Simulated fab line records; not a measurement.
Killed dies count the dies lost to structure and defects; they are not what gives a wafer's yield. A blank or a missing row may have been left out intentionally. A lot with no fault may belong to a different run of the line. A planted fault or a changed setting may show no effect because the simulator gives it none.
fab line records	flow nand-harc
record lots=11	wafers=33	last-day=35
route steps=1302 shown P_ZERO_WELL@67 P_GATE@119 END@1302
lots that met no fault: from a run of the same line without faults
start-h: hours from the record's first day to the start of the lot's first wafer shown	wait-h: hours elapsed since this lot's preceding step	" unchanged from the row above	L1.1+2: a row that stands for several wafers	- either no value or no given start	* or withheld: withheld	< > ~ a bound
route shown NAME@n: names a module that has steps shown in the file, with the first one's number in the route	usual: average and standard deviation across the fault-free wafers	same: alike in all rows	chamber/n: place in a boat	sites: readings site by site	_std_site: the standard deviation of these	_edge_site: inner sites' mean taken away from outer sites' mean	radius-mm: for every site, how far away it sits from the centre of the wafer	mask NAME#n: copy n	behind: the tool/chamber that last shaped the wafer	hold: why the lot was held/for how many hours/how that ended	device: transistor that didn't switch, given as n, p or np	end of line: tests run on the same wafers once the route is complete	a step with no rows: only its recipe	killed: dies that structure and defects cost at the first sort, which is not the same as the wafer's yield	map: per-die view of a wafer (x killed, . not killed, _ where there is no die)
set.NAME: the setting as run; set.NAME@STEP: as run at that earlier step	model.NAME: the simulator's own value behind a step, which no gauge read
one table for each step of the route and one row for each wafer, over a sample of lots
services: when a tool's chamber went out of use (start-h, in hours from the record's first day, below 0 if earlier), for how many hours, and the reason
## steps
# step NHARC_P_ZERO_WELL_RTA_42
# recipe temp-c=1100	time-s=300
# usual lamp-power-pct=34.8/1.3	lamp_zone_1_pct=34.8/1.4	lamp_zone_2_pct=34.8/1.3	wafer_temp_C_max=1107.1/1.3
lot.wafer	tool	chamber	start-h	wait-h	lamp-power-pct	lamp_zone_1_pct	lamp_zone_2_pct	wafer_temp_C_max
L842.2	rtp-anneal-01	0	28.69	-	36.2	36.2	36.2	1106.0
L842.5	"	0	"	"	36.2	36.2	36.3	1107.1
L842.6	"	0	"	"	36.3	36.2	36.2	1108.3
L843.3	rtp-anneal-01	0	37.26	-	36.2	36.2	36.2	1106.5
L843.4	"	0	"	"	36.2	36.3	36.2	1105.5
L843.6	"	0	"	"	36.2	36.2	36.2	1108.2
L845.1	rtp-anneal-02	0	56.93	-	33.6	33.5	33.5	1107.0
L845.2	"	0	"	"	33.5	33.6	33.5	1106.1
L845.3	"	0	"	"	33.5	33.5	33.5	1105.5
L846.1	rtp-anneal-02	0	67.05	-	33.5	33.5	33.5	1110.4
L846.2	"	0	"	"	33.5	33.5	33.6	1105.7
L846.3	"	0	"	"	33.5	33.5	33.5	1110.1
L849.1	rtp-anneal-01	0	96.92	-	36.2	36.2	36.2	1106.2
L849.4	"	0	"	"	36.1	36.2	36.2	1108.3
L849.5	"	0	"	"	36.3	36.2	36.2	1107.2
L853.3	rtp-anneal-01	0	136.98	-	36.2	36.2	36.2	1105.4
L853.5	"	0	"	"	36.2	36.2	36.2	1105.9
L853.6	"	0	"	"	36.2	36.3	36.2	1110.1
L854.2	rtp-anneal-02	0	147.02	-	33.5	33.5	33.5	1108.7
L854.3	"	0	"	"	33.5	33.5	33.5	1107.1
L854.5	"	0	"	"	33.5	33.5	33.4	1110.0
L860.1	rtp-anneal-02	0	208.88	-	33.5	33.5	33.5	1106.3
L860.3	"	0	"	"	33.5	33.5	33.5	1112.1
L860.5	"	0	"	"	33.5	33.5	33.4	1106.3
L863.3	rtp-anneal-02	0	237.33	-	33.6	33.5	33.5	1108.9
L863.5	"	0	"	"	33.5	33.5	33.5	1107.5
L863.6	"	0	"	"	33.5	33.5	33.5	1107.0
L864.2	rtp-anneal-01	0	246.98	-	36.1	36.2	36.3	1104.7
L864.3	"	0	"	"	36.1	36.2	36.1	1106.1
L864.5	"	0	"	"	36.2	36.2	36.3	1106.5
L865.2	rtp-anneal-02	0	259.36	-	33.5	33.5	33.5	1107.4
L865.3	"	0	"	"	33.5	33.5	33.5	1107.6
L865.4	"	0	"	"	33.5	33.5	33.5	1106.9
# step NHARC_P_GATE_EXPOSE_08
# recipe na=0.6	dose-mj=16.75	mask-id=P_HV
# usual focus-offset-nm=0.0/0.5
# same na=0.6
lot.wafer	tool	chamber	start-h	wait-h	mask	focus-offset-nm
L842.2	krf-scanner-03	0	83.60	-	P_HV#0	0.3
L842.5	"	0	"	"	P_HV#0	-0.2
L842.6	"	0	"	"	P_HV#0	0.1
L843.3	krf-scanner-03	0	87.92	-	P_HV#0	-0.6
L843.4	"	0	"	"	P_HV#0	0.1
L843.6	"	0	"	"	P_HV#0	-0.3
L845.1	krf-scanner-02	0	110.45	-	P_HV#0	-0.8
L845.2	"	0	"	"	P_HV#0	0.4
L845.3	"	0	"	"	P_HV#0	0.6
L846.1	krf-scanner-04	0	119.21	-	P_HV#0	-0.6
L846.2	"	0	"	"	P_HV#0	-0.2
L846.3	"	0	"	"	P_HV#0	-0.1
L849.1	krf-scanner-02	0	149.42	-	P_HV#0	-0.4
L849.4	"	0	"	"	P_HV#0	-0.4
L849.5	"	0	"	"	P_HV#0	0.4
L853.3	krf-scanner-02	0	187.13	-	P_HV#0	-0.1
L853.5	"	0	"	"	P_HV#0	-0.1
L853.6	"	0	"	"	P_HV#0	-0.4
L854.2	krf-scanner-02	0	199.25	-	P_HVPW#0	0.7
L854.3	"	0	"	"	P_HVPW#0	0.6
L854.5	"	0	"	"	P_HVPW#0	0.2
L860.1	krf-scanner-04	0	269.32	-	P_HV#0	0.2
L860.3	"	0	"	"	P_HV#0	-0.3
L860.5	"	0	"	"	P_HV#0	0.6
L863.3	krf-scanner-02	0	295.96	-	P_HV#0	-0.3
L863.5	"	0	"	"	P_HV#0	0.4
L863.6	"	0	"	"	P_HV#0	-0.6
L864.2	krf-scanner-03	0	296.11	-	P_HV#0	-0.5
L864.3	"	0	"	"	P_HV#0	-0.8
L864.5	"	0	"	"	P_HV#0	-1.0
L865.2	krf-scanner-02	0	314.85	-	P_HV#0	-0.3
L865.3	"	0	"	"	P_HV#0	-0.6
L865.4	"	0	"	"	P_HV#0	-0.2
# step NHARC_P_GATE_CD_MEAS_11
# recipe target-cd-nm=1640	landing-energy-ev=500
# usual cd-nm=1638.8/1.7
lot.wafer	tool	chamber	start-h	wait-h	cd-nm
L842.2	cd-sem-01	0	83.75	-	1640.7
L842.5	"	0	"	"	1640.1
L842.6	"	0	"	"	1641.6
L843.3	cd-sem-03	0	88.07	-	1640.6
L843.4	"	0	"	"	1635.5
L843.6	"	0	"	"	1640.9
L845.1	cd-sem-02	0	110.61	-	1640.8
L845.2	"	0	"	"	1642.6
L845.3	"	0	"	"	1640.0
L846.1	cd-sem-03	0	119.37	-	1641.4
L846.2	"	0	"	"	1638.5
L846.3	"	0	"	"	1640.3
L849.1	cd-sem-02	0	149.58	-	1637.2
L849.4	"	0	"	"	1638.5
L849.5	"	0	"	"	1637.8
L853.3	cd-sem-03	0	187.28	-	1639.1
L853.5	"	0	"	"	1637.0
L853.6	"	0	"	"	1639.2
L854.2	cd-sem-01	0	199.40	-	-
L854.3	"	0	"	"	-
L854.5	"	0	"	"	-
L860.1	cd-sem-01	0	269.48	-	1638.2
L860.3	"	0	"	"	1640.5
L860.5	"	0	"	"	1639.5
L863.3	cd-sem-03	0	296.11	-	1638.1
L863.5	"	0	"	"	1639.2
L863.6	"	0	"	"	1640.5
L864.2	cd-sem-01	0	296.27	-	1640.0
L864.3	"	0	"	"	1638.1
L864.5	"	0	"	"	1638.7
L865.2	cd-sem-01	0	315.01	-	1639.9
L865.3	"	0	"	"	1638.8
L865.4	"	0	"	"	1640.7
# step NHARC_P_GATE_OVL_MEAS_27
# usual overlay-x-nm=0.1/0.73	overlay-y-nm=-0.3/0.91
lot.wafer	tool	chamber	start-h	wait-h	overlay-x-nm	overlay-y-nm
L842.2	overlay-02	-	97.88	-	1.0	-1.8
L842.5	"	-	"	"	1.0	-0.9
L842.6	"	-	"	"	1.0	-1.2
L843.3	overlay-02	-	104.91	-	-0.3	0.5
L843.4	"	-	"	"	0.1	0.6
L843.6	"	-	"	"	-0.3	0.2
L845.1	overlay-02	-	128.03	-	0.3	-0.6
L845.2	"	-	"	"	0.6	-0.8
L845.3	"	-	"	"	0.1	-0.1
L846.1	overlay-01	-	135.21	-	1.4	0.7
L846.2	"	-	"	"	1.5	0.9
L846.3	"	-	"	"	1.1	0.9
L849.1	overlay-01	-	164.02	-	0.2	-1.4
L849.4	"	-	"	"	-0.1	-1.2
L849.5	"	-	"	"	0.0	-1.2
L853.3	overlay-01	-	204.38	-	-0.9	-0.8
L853.5	"	-	"	"	-0.9	-0.9
L853.6	"	-	"	"	-0.9	-1.0
L854.2	overlay-01	-	213.45	-	1.0	-2.2
L854.3	"	-	"	"	0.1	-2.7
L854.5	"	-	"	"	0.4	-2.2
L860.1	overlay-02	-	286.35	-	-0.1	1.4
L860.3	"	-	"	"	-0.1	1.4
L860.5	"	-	"	"	0.4	1.2
L863.3	overlay-01	-	312.81	-	0.7	0.2
L863.5	"	-	"	"	0.5	0.0
L863.6	"	-	"	"	0.7	-0.1
L864.2	overlay-02	-	312.96	-	0.7	-1.7
L864.3	"	-	"	"	0.9	-1.9
L864.5	"	-	"	"	0.8	-1.7
L865.2	overlay-02	-	329.22	-	-0.3	-0.2
L865.3	"	-	"	"	-0.2	0.2
L865.4	"	-	"	"	-0.4	-0.8
# step NHARC_P_GATE_ETCH_104
# recipe target-depth-a=600	time-s=withheld	cf4-flow-sccm=100	chf3-flow-sccm=30	ar-flow-sccm=0	rf-w=500	bias-w=200	chemistry=CF4/CHF3
# usual chamber-pressure-mTorr=24.998/0.02	drypump-motor-current-A=5.8/0.34	oes-product-au=0.949/0.024	rf-vpp-V=370.2/2.6	showerhead-plenum-p-Torr=1.56/0.073	throttle-valve-pct=16.803/0.0092
lot.wafer	tool	chamber	start-h	wait-h	chamber-pressure-mTorr	drypump-motor-current-A	oes-product-au	rf-vpp-V	showerhead-plenum-p-Torr	throttle-valve-pct
L842.2	rie-diel-06	2	98.06	0.1	24.995	6.0	0.957	371.1	1.56	16.806
L842.5	"	2	"	"	24.993	5.9	0.952	371.3	1.56	16.819
L842.6	"	3	"	"	24.978	5.3	0.966	371.5	1.63	16.804
L843.4	rie-diel-10	3	105.10	0.1	25.004	5.9	0.958	374.1	1.66	16.800
L843.3	"	0	"	"	24.969	6.4	0.968	371.9	1.63	16.813
L843.6	"	1	"	"	25.026	6.0	0.984	370.8	1.53	16.803
L845.1	rie-diel-03	0	128.21	0.1	25.009	5.3	0.963	365.1	1.47	16.808
L845.2	"	1	"	"	25.004	6.0	0.949	374.5	1.64	16.798
L845.3	"	3	"	"	25.007	5.8	0.973	367.8	1.47	16.805
L846.2	rie-diel-03	3	135.39	0.1	24.986	5.8	0.977	368.0	1.47	16.799
L846.1	"	0	"	"	24.976	5.3	0.948	365.4	1.47	16.789
L846.3	"	1	"	"	24.985	6.1	0.955	373.5	1.64	16.800
L849.1	rie-diel-06	1	164.20	0.1	24.997	5.5	0.908	372.0	1.65	16.798
L849.4	"	0	"	"	25.011	5.3	0.928	373.3	1.63	16.799
L849.5	"	1	"	"	25.028	5.5	0.913	372.2	1.65	16.801
L853.3	rie-diel-03	3	204.57	0.1	25.016	5.8	0.927	367.8	1.47	16.801
L853.5	"	3	"	"	25.002	5.8	0.931	367.2	1.47	16.809
L853.6	"	0	"	"	25.001	5.3	0.920	366.5	1.47	16.812
L854.3	rie-diel-10	2	213.64	0.1	24.981	5.6	0.971	368.9	1.48	16.823
L854.2	"	3	"	"	24.982	5.9	0.965	372.9	1.65	16.804
L854.5	"	2	"	"	25.013	5.7	0.983	369.7	1.48	16.780
L860.1	rie-diel-10	0	286.54	0.1	25.060	6.3	0.924	372.3	1.63	16.799
L860.3	"	2	"	"	24.995	5.7	0.929	365.7	1.47	16.796
L860.5	"	0	"	"	25.020	6.4	0.920	371.5	1.63	16.784
L863.3	rie-diel-10	1	313.01	0.1	24.999	6.0	0.975	369.5	1.53	16.808
L863.5	"	2	"	"	25.007	5.7	0.932	366.8	1.47	16.798
L863.6	"	3	"	"	25.020	5.9	0.941	373.6	1.65	16.790
L864.2	rie-diel-03	1	313.28	0.2	25.019	6.1	0.919	372.1	1.63	16.822
L864.3	"	2	"	"	25.013	5.6	0.933	367.7	1.52	16.794
L864.5	"	0	"	"	24.988	5.3	0.919	366.5	1.47	16.784
L865.3	rie-diel-03	3	329.41	0.1	25.020	5.8	0.954	365.9	1.47	16.791
L865.4	"	0	"	"	24.983	5.3	0.987	366.8	1.47	16.801
L865.2	"	1	"	"	24.994	6.1	0.963	371.1	1.63	16.802
# step NHARC_END_SORT_01
# recipe temp-c=25
# usual killed-at-array=62/22	killed-at-other=1.0/1.4	killed-at-periphery=4.2/2.8	killed-dies=67/23	killed-open=3.1/1.7	killed-short=2.1/1.5
# same gross-dies=677
lot.wafer	tool	chamber	start-h	wait-h	killed-at-array	killed-at-other	killed-at-periphery	killed-dies	killed-open	killed-short
L854.2	prober-02	0	676.06	2.8	38	0	639	677	0	2
L854.3	prober-02	0	676.87	3.1	36	0	641	677	4	3
L854.5	prober-02	0	678.48	3.7	42	0	635	677	3	2
# killed by level:class
L854.2 P_GATE:area-expose=639 A_CHANNEL_HOLE_D2:chamber-film-flake=16 A_CHANNEL_HOLE_D1:chamber-film-flake=8 A_CONTACT:chamber-film-flake=4 A_SLIT:chamber-film-flake=3 A_DECK1_JOINT:chamber-film-flake=2 A_STAIRCASE:chamber-film-flake=2 A_SOURCE_PLATE:geometric-particle:short=1
L854.3 P_GATE:area-expose=640 A_CHANNEL_HOLE_D2:chamber-film-flake=19 A_CHANNEL_HOLE_D1:chamber-film-flake=7 P_M0:geometric-particle:open=1 A_ONON_D1:geometric-particle:short=1 A_ONON_D1:geometric-particle:open=1 A_CHANNEL_FILL_D1:geometric-particle:short=1 A_CHANNEL_FILL_D1:geometric-particle:open=1
L854.5 P_GATE:area-expose=633 A_CHANNEL_HOLE_D2:chamber-film-flake=20 A_CHANNEL_HOLE_D1:chamber-film-flake=10 A_DECK1_JOINT:chamber-film-flake=2 A_SLIT:chamber-film-flake=2 A_CONTACT:chamber-film-flake=2 A_M1:chamber-film-flake=2 P_CONTACT:geometric-particle:open=1
## services
tool	chamber	start-h	hours	kind
rtp-anneal-02	-	12.00	12.0	pm
rie-diel-10	3	18.06	3.2	repair
krf-scanner-02	-	28.74	0.7	repair
krf-scanner-02	-	37.89	1.8	repair
rie-diel-10	-	65.52	9.0	pm
rie-diel-03	-	70.88	0.2	repair
rie-diel-03	-	85.81	0.7	repair
krf-scanner-02	-	94.00	4.0	pm
rie-diel-03	3	94.51	25.0	repair
rie-diel-03	-	104.30	9.0	pm
rie-diel-10	3	108.30	13.7	repair
rie-diel-10	0	123.74	16.0	repair
rie-diel-10	3	143.60	7.4	repair
rie-diel-10	1	167.77	4.6	repair
krf-scanner-02	-	185.63	1.2	repair
rie-diel-03	0	213.28	5.7	repair
rie-diel-03	1	214.60	5.0	repair
krf-scanner-02	-	216.34	0.6	repair
rie-diel-10	1	229.23	3.6	repair
rie-diel-03	-	253.51	0.7	repair
krf-scanner-02	-	266.00	4.0	pm
rie-diel-03	-	281.30	9.0	pm
rie-diel-03	3	296.53	3.5	repair
rie-diel-03	2	304.64	5.4	repair
## key
first-sign step=NHARC_P_GATE_EXPOSE_08	reading=mask	direction=changed
effect step=NHARC_P_GATE_CD_MEAS_11	reading=cd-nm	direction=missing
effect step=NHARC_END_SORT_01	reading=killed-at-periphery	direction=up	sigmas=99+	usual=4.2	struck=638.3
more-kills-born-at NHARC_P_GATE_EXPOSE_08@krf-scanner-02=1912
met-at NHARC_P_GATE_EXPOSE_08
struck-lots L854
later-rows-left-out L854.2,L854.3,L854.5
tester-left-out L854
not-acting-at NHARC_P_ZERO_WELL_RTA_42,NHARC_P_GATE_OVL_MEAS_27,NHARC_P_GATE_ETCH_104
onset-between 187.13 199.25
fault kind=wrong-mask	tool=any	chamber=-	onset-h=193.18	steps=NHARC_P_GATE_EXPOSE_08	aux-copy=P_HVPW#0	scope=struck-lots-only
# tester-left-out: of these lots the tester's yield and bins aren't shown, on N5 and GAA mostly nor the transistor test; their killed dies are dies lost to structure and defects alone, not to doping, threshold or leakage, so they don't give the yield
# later-rows-left-out: the simulator's readings of these wafers behind a module that went badly wrong aren't trusted and aren't shown, but for the sort
